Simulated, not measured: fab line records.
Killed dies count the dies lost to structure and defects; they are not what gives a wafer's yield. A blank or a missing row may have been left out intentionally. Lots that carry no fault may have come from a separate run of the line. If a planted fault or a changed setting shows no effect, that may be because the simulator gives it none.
fab line records	flow n5_finfet	part 1 of 2: steps 1 to 27 of 37
[record] lots = 5	wafers = 15	last_day = 18
route steps=1938 shown ZERO_LAYER@19 WELL_APT@20
lots with no fault: from the same line, run without faults
start_h: the number of hours between the record's first day and the start of the first shown wafer of the lot	wait_h: hours since the lot's step before	" identical to the entry in the row above	L1.1+2: several wafers, shown together as one row	- no value, or no start given	* or withheld: withheld	< > ~ a bound
route shown NAME@n: NAME is a module with steps in the file, n the number in the route of the first one	usual: mean and standard deviation over wafers with no fault	same: alike in all rows	chamber/n: place in a boat	sites: the reading at each site	_std_site: standard deviation across them	_edge_site: inner sites' mean taken away from outer sites' mean	radius_mm: for every site, how far away it sits from the centre of the wafer	mask NAME#n: copy n	behind: the last tool/chamber to shape the wafer	hold: why the lot was held/for how many hours/how that ended	device: names the non-switching transistor (n, p or np)	end of line: tests of these same wafers at the route's end	a step given without rows: its recipe and nothing more	killed: dies lost to structure and defects at the first sort, not the wafer's yield	map: a wafer's dies, x killed, . not, _ none there
set.NAME: the run value of the setting; set.NAME@STEP: its run value at that earlier step	model.NAME: the simulator's own value behind a step, which no gauge read
a table for each step, a row for each wafer; lots at some steps of the route
services: when a tool's chamber went out of use (start_h, in hours from the record's first day, below 0 if earlier), for how many hours, and the reason
[[steps]]
[step N5_ZERO_LAYER_INSPECT_20]
[recipe] inspect_instrument = darkfield	mode = post_clean
[usual] raw_defect_count = 33/13
lot.wafer	tool	chamber	start_h	wait_h	raw_defect_count
L077.3	defect_inspect-02	-	31.28	0.0	24
L077.5	"	-	"	"	24
L077.6	"	-	"	"	30
L082.1	defect_inspect-01	-	61.31	0.0	31
L082.4	"	-	"	"	21
L082.5	"	-	"	"	20
L083.1	defect_inspect-02	-	67.38	0.0	19
L083.2	"	-	"	"	28
L083.6	"	-	"	"	17
L091.1	defect_inspect-01	-	115.38	0.0	24
L091.2	"	-	"	"	21
L091.3	"	-	"	"	18
L094.2	defect_inspect-02	-	133.26	0.0	75
L094.4	"	-	"	"	58
L094.5	"	-	"	"	34
[step N5_WELL_APT_HMDS_01]
[recipe] time_s = 60	temp_c = 120
[usual] chill_plate_temp_C = 22.98/0.11
lot.wafer	tool	chamber	start_h	wait_h	chill_plate_temp_C
L077.3	litho_track-05	0	31.31	0.0	22.95
L077.5	"	0	"	"	22.98
L077.6	"	0	"	"	23.07
L082.1	litho_track-04	0	61.34	0.0	23.01
L082.4	"	0	"	"	22.97
L082.5	"	0	"	"	22.98
L083.1	litho_track-05	0	67.41	0.0	23.10
L083.2	"	0	"	"	23.01
L083.6	"	0	"	"	23.04
L091.1	litho_track-04	0	115.42	0.0	22.95
L091.2	"	0	"	"	23.04
L091.3	"	0	"	"	22.96
L094.2	litho_track-01	0	133.29	0.0	22.95
L094.4	"	0	"	"	22.79
L094.5	"	0	"	"	22.96
[step N5_WELL_APT_COAT_02]
[recipe] spin_rpm = 1357	resist_thk_nm = 950
[usual] chill_plate_temp_C = 23.00/0.11
lot.wafer	tool	chamber	start_h	wait_h	chill_plate_temp_C
L077.3	litho_track-05	0	-	-	22.99
L077.5	"	0	"	"	22.90
L077.6	"	0	"	"	23.06
L082.1	litho_track-04	0	-	-	23.11
L082.4	"	0	"	"	23.08
L082.5	"	0	"	"	23.03
L083.1	litho_track-05	0	-	-	22.91
L083.2	"	0	"	"	22.91
L083.6	"	0	"	"	23.12
L091.1	litho_track-04	0	-	-	23.17
L091.2	"	0	"	"	23.22
L091.3	"	0	"	"	23.02
L094.2	litho_track-01	0	-	-	23.05
L094.4	"	0	"	"	23.08
L094.5	"	0	"	"	22.97
[step N5_WELL_APT_EBR_04]
[recipe] solvent = PGMEA	ebr_width_mm = 1.5
[usual] chill_plate_temp_C = 23.00/0.096
lot.wafer	tool	chamber	start_h	wait_h	chill_plate_temp_C
L077.3	litho_track-05	0	-	-	23.01
L077.5	"	0	"	"	22.90
L077.6	"	0	"	"	23.00
L082.1	litho_track-04	0	-	-	23.10
L082.4	"	0	"	"	23.05
L082.5	"	0	"	"	22.87
L083.1	litho_track-05	0	-	-	22.88
L083.2	"	0	"	"	23.07
L083.6	"	0	"	"	23.08
L091.1	litho_track-04	0	-	-	22.94
L091.2	"	0	"	"	23.06
L091.3	"	0	"	"	22.85
L094.2	litho_track-01	0	-	-	22.98
L094.4	"	0	"	"	22.97
L094.5	"	0	"	"	23.06
[step N5_WELL_APT_SOFTBAKE_03]
[recipe] temp_c = 130	time_s = 60
[usual] chill_plate_temp_C = 22.98/0.12
lot.wafer	tool	chamber	start_h	wait_h	chill_plate_temp_C
L077.3	litho_track-05	0	-	-	23.10
L077.5	"	0	"	"	23.00
L077.6	"	0	"	"	23.09
L082.1	litho_track-04	0	-	-	23.02
L082.4	"	0	"	"	22.96
L082.5	"	0	"	"	22.96
L083.1	litho_track-05	0	-	-	23.03
L083.2	"	0	"	"	22.93
L083.6	"	0	"	"	22.78
L091.1	litho_track-04	0	-	-	22.86
L091.2	"	0	"	"	22.88
L091.3	"	0	"	"	22.85
L094.2	litho_track-01	0	-	-	22.96
L094.4	"	0	"	"	22.87
L094.5	"	0	"	"	22.82
[step N5_WELL_APT_EXPOSE_05]
[recipe] mask_id = NWELL	na = 0.8	source_shape = conventional	sigma_outer = 0.8	polarization = unpolarized	defocus_nm = 0	target_cd_nm = 200	dose_mj = 20.3
lot.wafer	tool	chamber	start_h	wait_h	mask
L077.3+5+6	krf_scanner-02	0	31.42	-	NWELL#0
L082.1+4+5	krf_scanner-01	0	61.56	-	NWELL#0
L083.1+2+6	krf_scanner-02	0	67.63	-	NWELL#0
L091.1+2+3	krf_scanner-01	0	115.64	-	NWELL#0
L094.2+4+5	krf_scanner-01	0	133.40	-	NWELL#0
[step N5_WELL_APT_PEB_06]
[recipe] peb_temp_c = 130	peb_time_s = 90
[usual] chill_plate_temp_C = 23.01/0.097
lot.wafer	tool	chamber	start_h	wait_h	chill_plate_temp_C
L077.3	litho_track-01	0	31.47	0.0	22.89
L077.5	"	0	"	"	22.98
L077.6	"	0	"	"	23.10
L082.1	litho_track-05	0	61.62	0.1	22.86
L082.4	"	0	"	"	22.89
L082.5	"	0	"	"	23.07
L083.1	litho_track-05	0	67.69	0.1	22.89
L083.2	"	0	"	"	22.92
L083.6	"	0	"	"	22.93
L091.1	litho_track-04	0	115.70	0.1	23.01
L091.2	"	0	"	"	22.96
L091.3	"	0	"	"	23.07
L094.2	litho_track-05	0	133.45	0.0	23.10
L094.4	"	0	"	"	22.95
L094.5	"	0	"	"	22.94
[step N5_WELL_APT_DEVELOP_07]
[recipe] develop_time_s = 45	rinse_liquid = surfactant_rinse	dry = air_spin	dev_temp_c = 21
[usual] chill_plate_temp_C = 23.02/0.11
lot.wafer	tool	chamber	start_h	wait_h	chill_plate_temp_C
L077.3	litho_track-01	0	-	-	23.01
L077.5	"	0	"	"	23.07
L077.6	"	0	"	"	22.79
L082.1	litho_track-05	0	-	-	23.13
L082.4	"	0	"	"	22.98
L082.5	"	0	"	"	23.01
L083.1	litho_track-05	0	-	-	23.27
L083.2	"	0	"	"	22.97
L083.6	"	0	"	"	23.08
L091.1	litho_track-04	0	-	-	23.16
L091.2	"	0	"	"	23.09
L091.3	"	0	"	"	23.09
L094.2	litho_track-05	0	-	-	23.00
L094.4	"	0	"	"	22.86
L094.5	"	0	"	"	22.91
[step N5_WELL_APT_HARDBAKE_12]
[recipe] temp_c = 130	time_s = 120
[usual] chill_plate_temp_C = 22.99/0.09
lot.wafer	tool	chamber	start_h	wait_h	chill_plate_temp_C
L077.3	litho_track-01	0	-	-	22.86
L077.5	"	0	"	"	22.93
L077.6	"	0	"	"	22.92
L082.1	litho_track-05	0	-	-	22.98
L082.4	"	0	"	"	22.95
L082.5	"	0	"	"	23.06
L083.1	litho_track-05	0	-	-	23.03
L083.2	"	0	"	"	22.98
L083.6	"	0	"	"	23.03
L091.1	litho_track-04	0	-	-	22.99
L091.2	"	0	"	"	23.05
L091.3	"	0	"	"	23.05
L094.2	litho_track-05	0	-	-	22.93
L094.4	"	0	"	"	23.00
L094.5	"	0	"	"	22.98
[step N5_WELL_APT_CD_MEAS_08]
[recipe] target_cd_nm = 200	landing_energy_ev = 500	detector = se_inlens
[usual] cd_nm = 199.3/1.9
lot.wafer	tool	chamber	start_h	wait_h	cd_nm
L077.3	cd_sem-03	0	31.59	-	203.7
L077.5	"	0	"	"	203.3
L077.6	"	0	"	"	202.4
L082.1	cd_sem-01	0	61.73	-	198.8
L082.4	"	0	"	"	195.3
L082.5	"	0	"	"	198.8
L083.1	cd_sem-03	0	67.81	-	200.7
L083.2	"	0	"	"	199.3
L083.6	"	0	"	"	197.9
L091.1	cd_sem-03	0	115.81	-	197.0
L091.2	"	0	"	"	195.5
L091.3	"	0	"	"	196.7
L094.2	cd_sem-02	0	133.56	-	197.0
L094.4	"	0	"	"	198.3
L094.5	"	0	"	"	198.4
[step N5_WELL_APT_OVL_MEAS_09]
[recipe] points_per_wafer = 44
[usual] NWELL_OVL = -6/5
lot.wafer	tool	chamber	start_h	wait_h	NWELL_OVL[nm]
L077.3	overlay-01	0	31.61	0.0	-12
L077.5	"	0	"	"	-6
L077.6	"	0	"	"	-19
L082.1	overlay-01	0	61.77	0.0	-7
L082.4	"	0	"	"	-5
L082.5	"	0	"	"	-11
L083.1	overlay-02	0	67.84	0.0	4
L083.2	"	0	"	"	-9
L083.6	"	0	"	"	4
L091.1	overlay-01	0	115.84	0.0	-8
L091.2	"	0	"	"	-10
L091.3	"	0	"	"	-11
L094.2	overlay-02	0	133.59	0.0	-14
L094.4	"	0	"	"	-8
L094.5	"	0	"	"	0
[step N5_WELL_APT_INSPECT_10]
[recipe] mode = adi	inspect_instrument = macro
[usual] raw_defect_count = 2.1/1.5
lot.wafer	tool	chamber	start_h	wait_h	raw_defect_count
L077.3	defect_inspect-02	-	31.64	0.0	2
L077.5	"	-	"	"	2
L077.6	"	-	"	"	0
L082.1	defect_inspect-02	-	61.79	0.0	0
L082.4	"	-	"	"	1
L082.5	"	-	"	"	1
L083.1	defect_inspect-01	-	67.86	0.0	5
L083.2	"	-	"	"	3
L083.6	"	-	"	"	3
L091.1	defect_inspect-01	-	115.87	0.0	5
L091.2	"	-	"	"	1
L091.3	"	-	"	"	1
L094.2	defect_inspect-01	-	133.62	0.0	2
L094.4	"	-	"	"	3
L094.5	"	-	"	"	3
[step N5_WELL_APT_DESCUM_13]
[recipe] chemistry = O2	time_s = 7.9	source_power_w = 50	bias_power_w = 20	pressure_mtorr = 20	rf_frequency_hz = 2.712e+07	temp_c = 40	o2_flow_sccm = 225
[usual] drypump_motor_current_A = 5.6/0.43	oes_product_au = 0.75/0.047	rf_fwd_power_W = 49.72/0.19	rf_vpp_V = 242.8/1.6	showerhead_plenum_p_Torr = 2.06/0.09	throttle_valve_pct = 20.45/0.15
lot.wafer	tool	chamber	start_h	wait_h	drypump_motor_current_A	oes_product_au	rf_fwd_power_W	rf_hours_counter_h	rf_vpp_V	showerhead_plenum_p_Torr	throttle_valve_pct
L077.3	rie_diel-06	3	31.84	0.2	5.8	0.83	50.03	82	244.8	2.21	20.43
L077.5	"	0	"	"	6.0	0.82	49.31	-	244.4	2.22	20.56
L077.6	"	3	"	"	5.8	0.83	50.04	-	244.8	2.21	20.45
L082.1	rie_diel-01	2	61.82	0.0	6.3	0.71	49.86	188	243.5	2.15	20.27
L082.4	"	0	"	"	5.5	0.85	49.64	37	244.5	2.14	20.24
L082.5	"	1	"	"	6.1	0.75	50.20	-	242.4	2.07	20.41
L083.1	rie_diel-01	3	67.89	0.0	5.3	0.74	49.61	177	244.2	2.08	20.30
L083.2	"	0	"	"	5.5	0.85	49.64	40	244.8	2.14	20.23
L083.6	"	0	"	"	5.5	0.85	49.58	-	245.0	2.14	20.23
L091.1	rie_diel-01	3	116.05	0.2	5.3	0.74	49.80	195	242.6	2.07	20.34
L091.2	"	1	"	"	6.1	0.73	49.82	172	243.8	2.06	20.43
L091.3	"	2	"	"	6.3	0.70	49.56	207	245.6	2.15	20.30
L094.2	rie_diel-05	2	134.23	0.6	5.4	0.70	49.61	224	240.5	1.98	20.47
L094.4	"	0	"	"	5.3	0.77	49.70	137	239.9	1.91	20.52
L094.5	"	3	"	"	5.1	0.74	49.70	-	241.8	2.07	20.37
[step N5_WELL_APT_IMPLANT_14]
[recipe] species = P	energy_kev = 160	dose_cm2 = 1.5e+13	tilt_deg = 0	rotation_deg = 0
[usual] dose_ions_cm2 = 1.4995e+13/1.7e+10
lot.wafer	tool	chamber	start_h	wait_h	dose_ions_cm2
L077.3	implanter-02	0	32.00	0.1	1.5015e+13
L077.5	"	0	"	"	1.5002e+13
L077.6	"	0	"	"	1.4979e+13
L082.1	implanter-02	0	61.92	0.1	1.4969e+13
L082.4	"	0	"	"	1.4974e+13
L082.5	"	0	"	"	1.499e+13
L083.1	implanter-01	0	67.99	0.1	1.499e+13
L083.2	"	0	"	"	1.5008e+13
L083.6	"	0	"	"	1.499e+13
L091.1	implanter-01	0	116.15	0.1	1.4991e+13
L091.2	"	0	"	"	1.5005e+13
L091.3	"	0	"	"	1.5012e+13
L094.2	implanter-01	0	134.36	0.1	1.5005e+13
L094.4	"	0	"	"	1.5002e+13
L094.5	"	0	"	"	1.4981e+13
[step N5_WELL_APT_IMPLANT_15]
[recipe] species = As	energy_kev = 25	dose_cm2 = 1.5e+13	tilt_deg = 0	rotation_deg = 0
[usual] dose_ions_cm2 = 1.4998e+13/1.9e+10
lot.wafer	tool	chamber	start_h	wait_h	dose_ions_cm2
L077.3	implanter-02	0	32.18	0.1	1.503e+13
L077.5	"	0	"	"	1.501e+13
L077.6	"	0	"	"	1.4983e+13
L082.1	implanter-02	0	62.10	0.1	1.4995e+13
L082.4	"	0	"	"	1.4988e+13
L082.5	"	0	"	"	1.5009e+13
L083.1	implanter-01	0	68.17	0.1	1.4992e+13
L083.2	"	0	"	"	1.5015e+13
L083.6	"	0	"	"	1.4988e+13
L091.1	implanter-01	0	116.33	0.1	1.4986e+13
L091.2	"	0	"	"	1.4973e+13
L091.3	"	0	"	"	1.5003e+13
L094.2	implanter-01	0	134.54	0.1	1.4997e+13
L094.4	"	0	"	"	1.5005e+13
L094.5	"	0	"	"	1.4991e+13
[step N5_WELL_APT_STRIP_16]
[recipe] chemistry = SPM	time_s = 900	temp_c = 130	h2so4_h2o2_vol_ratio = 4	dry = ipa_marangoni
lot.wafer	tool	chamber	start_h	wait_h
L077.3+5+6	wet_bench-06	7,1,0	32.32	0.1
L082.1+4+5	wet_bench-04	3,0,2	62.31	0.2
L083.1+2+6	wet_bench-01	2,0,6	68.38	0.2
L091.1+2+3	wet_bench-04	6,4,3	116.53	0.2
L094.2+4+5	wet_bench-06	7,2,3	134.73	0.2
[step N5_WELL_APT_HMDS_18]
[recipe] time_s = 60	temp_c = 120
[usual] chill_plate_temp_C = 22.99/0.1
lot.wafer	tool	chamber	start_h	wait_h	chill_plate_temp_C
L077.3	litho_track-01	0	32.60	0.0	22.98
L077.5	"	0	"	"	22.96
L077.6	"	0	"	"	22.96
L082.1	litho_track-01	0	62.58	0.0	22.89
L082.4	"	0	"	"	22.99
L082.5	"	0	"	"	23.16
L083.1	litho_track-01	0	68.65	0.0	22.92
L083.2	"	0	"	"	22.99
L083.6	"	0	"	"	22.96
L091.1	litho_track-04	0	116.81	0.0	23.01
L091.2	"	0	"	"	23.17
L091.3	"	0	"	"	23.13
L094.2	litho_track-01	0	135.01	0.0	22.85
L094.4	"	0	"	"	22.79
L094.5	"	0	"	"	22.86
[step N5_WELL_APT_COAT_19]
[recipe] spin_rpm = 1357	resist_thk_nm = 950
[usual] chill_plate_temp_C = 23.00/0.11
lot.wafer	tool	chamber	start_h	wait_h	chill_plate_temp_C
L077.3	litho_track-01	0	-	-	23.11
L077.5	"	0	"	"	22.94
L077.6	"	0	"	"	23.07
L082.1	litho_track-01	0	-	-	22.89
L082.4	"	0	"	"	22.73
L082.5	"	0	"	"	22.91
L083.1	litho_track-01	0	-	-	23.12
L083.2	"	0	"	"	22.91
L083.6	"	0	"	"	23.07
L091.1	litho_track-04	0	-	-	23.02
L091.2	"	0	"	"	22.84
L091.3	"	0	"	"	23.00
L094.2	litho_track-01	0	-	-	23.09
L094.4	"	0	"	"	23.14
L094.5	"	0	"	"	23.32
[step N5_WELL_APT_EBR_21]
[recipe] solvent = PGMEA	ebr_width_mm = 1.5
[usual] chill_plate_temp_C = 22.98/0.11
lot.wafer	tool	chamber	start_h	wait_h	chill_plate_temp_C
L077.3	litho_track-01	0	-	-	22.89
L077.5	"	0	"	"	22.83
L077.6	"	0	"	"	23.07
L082.1	litho_track-01	0	-	-	23.06
L082.4	"	0	"	"	22.92
L082.5	"	0	"	"	22.84
L083.1	litho_track-01	0	-	-	23.03
L083.2	"	0	"	"	22.99
L083.6	"	0	"	"	23.07
L091.1	litho_track-04	0	-	-	22.75
L091.2	"	0	"	"	22.92
L091.3	"	0	"	"	22.75
L094.2	litho_track-01	0	-	-	22.93
L094.4	"	0	"	"	22.99
L094.5	"	0	"	"	22.90
[step N5_WELL_APT_SOFTBAKE_20]
[recipe] temp_c = 130	time_s = 60
[usual] chill_plate_temp_C = 22.98/0.11
lot.wafer	tool	chamber	start_h	wait_h	chill_plate_temp_C
L077.3	litho_track-01	0	-	-	22.89
L077.5	"	0	"	"	22.86
L077.6	"	0	"	"	23.12
L082.1	litho_track-01	0	-	-	23.00
L082.4	"	0	"	"	23.21
L082.5	"	0	"	"	22.97
L083.1	litho_track-01	0	-	-	22.88
L083.2	"	0	"	"	23.10
L083.6	"	0	"	"	23.14
L091.1	litho_track-04	0	-	-	23.26
L091.2	"	0	"	"	23.19
L091.3	"	0	"	"	23.12
L094.2	litho_track-01	0	-	-	22.89
L094.4	"	0	"	"	22.92
L094.5	"	0	"	"	23.00
[step N5_WELL_APT_EXPOSE_22]
[recipe] mask_id = PWELL	na = 0.8	source_shape = conventional	sigma_outer = 0.8	polarization = unpolarized	defocus_nm = 0	target_cd_nm = 200	dose_mj = 23.2
lot.wafer	tool	chamber	start_h	wait_h	mask
L077.3+5+6	krf_scanner-02	0	32.71	-	PWELL#0
L082.1+4+5	krf_scanner-01	0	62.81	-	PWELL#0
L083.1+2+6	krf_scanner-01	0	68.75	-	PWELL#0
L091.1+2+3	krf_scanner-02	0	116.91	-	PWELL#0
L094.2+4+5	krf_scanner-02	0	135.11	-	PWELL#0
[step N5_WELL_APT_PEB_23]
[recipe] peb_temp_c = 130	peb_time_s = 90
[usual] chill_plate_temp_C = 23.00/0.095
lot.wafer	tool	chamber	start_h	wait_h	chill_plate_temp_C
L077.3	litho_track-01	0	32.76	0.0	23.02
L077.5	"	0	"	"	22.97
L077.6	"	0	"	"	23.03
L082.1	litho_track-05	0	62.87	0.1	23.04
L082.4	"	0	"	"	23.03
L082.5	"	0	"	"	23.17
L083.1	litho_track-01	0	68.81	0.1	22.89
L083.2	"	0	"	"	22.96
L083.6	"	0	"	"	22.99
L091.1	litho_track-04	0	116.97	0.1	22.92
L091.2	"	0	"	"	23.02
L091.3	"	0	"	"	23.07
L094.2	litho_track-01	0	135.16	0.0	23.05
L094.4	"	0	"	"	23.03
L094.5	"	0	"	"	23.14
[step N5_WELL_APT_DEVELOP_24]
[recipe] develop_time_s = 45	rinse_liquid = surfactant_rinse	dry = air_spin	dev_temp_c = 21
[usual] chill_plate_temp_C = 23.01/0.1
lot.wafer	tool	chamber	start_h	wait_h	chill_plate_temp_C
L077.3	litho_track-01	0	-	-	22.99
L077.5	"	0	"	"	22.84
L077.6	"	0	"	"	22.94
L082.1	litho_track-05	0	-	-	23.07
L082.4	"	0	"	"	23.00
L082.5	"	0	"	"	23.18
L083.1	litho_track-01	0	-	-	23.00
L083.2	"	0	"	"	22.85
L083.6	"	0	"	"	22.95
L091.1	litho_track-04	0	-	-	23.04
L091.2	"	0	"	"	23.09
L091.3	"	0	"	"	23.09
L094.2	litho_track-01	0	-	-	23.04
L094.4	"	0	"	"	23.17
L094.5	"	0	"	"	22.85
[step N5_WELL_APT_HARDBAKE_29]
[recipe] temp_c = 130	time_s = 120
[usual] chill_plate_temp_C = 23.00/0.1
lot.wafer	tool	chamber	start_h	wait_h	chill_plate_temp_C
L077.3	litho_track-01	0	-	-	22.82
L077.5	"	0	"	"	22.85
L077.6	"	0	"	"	22.89
L082.1	litho_track-05	0	-	-	23.05
L082.4	"	0	"	"	23.15
L082.5	"	0	"	"	23.08
L083.1	litho_track-01	0	-	-	23.08
L083.2	"	0	"	"	23.03
L083.6	"	0	"	"	22.94
L091.1	litho_track-04	0	-	-	22.93
L091.2	"	0	"	"	22.87
L091.3	"	0	"	"	22.78
L094.2	litho_track-01	0	-	-	22.99
L094.4	"	0	"	"	22.99
L094.5	"	0	"	"	23.04
[step N5_WELL_APT_CD_MEAS_25]
[recipe] target_cd_nm = 200	landing_energy_ev = 500	detector = se_inlens
[usual] cd_nm = 200.6/2
lot.wafer	tool	chamber	start_h	wait_h	cd_nm
L077.3	cd_sem-01	0	32.87	-	202.6
L077.5	"	0	"	"	201.2
L077.6	"	0	"	"	202.2
L082.1	cd_sem-03	0	62.98	-	201.9
L082.4	"	0	"	"	200.3
L082.5	"	0	"	"	198.6
L083.1	cd_sem-03	0	68.92	-	201.9
L083.2	"	0	"	"	203.1
L083.6	"	0	"	"	200.5
L091.1	cd_sem-03	0	117.08	-	201.8
L091.2	"	0	"	"	203.2
L091.3	"	0	"	"	199.6
L094.2	cd_sem-02	0	135.28	-	198.9
L094.4	"	0	"	"	201.3
L094.5	"	0	"	"	198.7
[step N5_WELL_APT_OVL_MEAS_26]
[recipe] points_per_wafer = 44
[usual] PWELL_OVL = -3/5.2
lot.wafer	tool	chamber	start_h	wait_h	PWELL_OVL[nm]
L077.3	overlay-02	0	32.90	0.0	-13
L077.5	"	0	"	"	1
L077.6	"	0	"	"	-4
L082.1	overlay-02	0	63.01	0.0	9
L082.4	"	0	"	"	7
L082.5	"	0	"	"	7
L083.1	overlay-02	0	68.96	0.0	-2
L083.2	"	0	"	"	-7
L083.6	"	0	"	"	-7
L091.1	overlay-01	0	117.11	0.0	-5
L091.2	"	0	"	"	-4
L091.3	"	0	"	"	1
L094.2	overlay-01	0	135.31	0.0	4
L094.4	"	0	"	"	-7
L094.5	"	0	"	"	-9
[step N5_WELL_APT_INSPECT_27]
[recipe] mode = adi	inspect_instrument = macro
[usual] raw_defect_count = 2.0/1.3
lot.wafer	tool	chamber	start_h	wait_h	raw_defect_count
L077.3	defect_inspect-02	-	32.92	0.0	3
L077.5	"	-	"	"	2
L077.6	"	-	"	"	1
L082.1	defect_inspect-02	-	63.03	0.0	4
L082.4	"	-	"	"	2
L082.5	"	-	"	"	1
L083.1	defect_inspect-02	-	68.98	0.0	4
L083.2	"	-	"	"	1
L083.6	"	-	"	"	2
L091.1	defect_inspect-01	-	117.13	0.0	1
L091.2	"	-	"	"	1
L091.3	"	-	"	"	2
L094.2	defect_inspect-01	-	135.33	0.0	3
L094.4	"	-	"	"	2
L094.5	"	-	"	"	1
